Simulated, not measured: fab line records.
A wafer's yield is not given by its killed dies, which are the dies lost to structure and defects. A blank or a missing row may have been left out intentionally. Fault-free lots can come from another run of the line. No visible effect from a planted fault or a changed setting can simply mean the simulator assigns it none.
Which tool was responsible?    flow nand_harc    72 wafers sampled from 24 lots at 1 step of a route of 1302

WHAT THE GAUGES READ, wafer by wafer
NHARC_P_M0_INSPECT_11. Usual: 5 for raw_defect_count, sd 3.1.
lot   measured      on                 raw_defect_count  flag
L074  day 5 18:55   defect_inspect-02  6 1 8             
L075  day 6 13:18   defect_inspect-01  5 13 3            
L076  day 6 22:23   defect_inspect-02  4 4 4             
L077  day 7 02:25   defect_inspect-02  5 6 1             
L078  day 7 20:13   defect_inspect-02  7 5 11            
L079  day 8 00:58   defect_inspect-02  3 7 1             
L080  day 8 14:51   defect_inspect-02  3 8 0             
L081  day 8 18:17   defect_inspect-01  2 7 4             
L082  day 9 09:08   defect_inspect-02  1 0 0             
L083  day 9 15:31   defect_inspect-01  4 2 1             
L084  day 10 10:50  defect_inspect-02  5 1 4             
L085  day 10 13:23  defect_inspect-01  8 5 5             
L086  day 11 03:25  defect_inspect-01  7 6 9             
L087  day 11 12:59  defect_inspect-02  4 1 1             
L088  day 12 05:37  defect_inspect-02  2 3 1             
L089  day 12 06:18  defect_inspect-01  2 4 4             
L090  day 12 19:52  defect_inspect-01  1 6 8             
L091  day 13 01:28  defect_inspect-02  14 7 13           
L092  day 13 16:05  defect_inspect-01  7 8 5             
L093  day 14 05:19  defect_inspect-01  6 6 4             
L094  day 14 09:16  defect_inspect-02  6 4 10            
L095  day 14 13:59  defect_inspect-01  5 6 2             
L096  day 15 05:50  defect_inspect-02  10 6 5            
L097  day 15 09:56  defect_inspect-02  7 3 4             

EACH LOT AND THE TOOL THAT RAN IT (in order: tool; ch and the chambers of the sampled wafers; start)
The record shows no process step preceding these readings.

WHAT THE TOOLS THEMSELVES READ (means of the sampled wafers that have a number; where no wafer has one, the mark that the record gives instead)
The record holds no such reading with a usual standard deviation.

THE ANSWER, worked out from the rows above alone
Rule: lot off if the mean of its wafers having a number is beyond 3 standard deviations from the usual mean. Also off: a lot with no number at a reading for which 4 or more lots have one. All remaining lots with rows at the step are treated as sound. After the gauges, taken in route order, come the tools' own readings; for these a lot's mean is taken, as printed above. The first step at which some lot is off is used, and at that step the reading that is off furthest; a lot without a number counts as furthest.
No lot is off on any of the readings shown, so nothing can be concluded from this.

WHAT THE SIMULATOR HAD PUT IN
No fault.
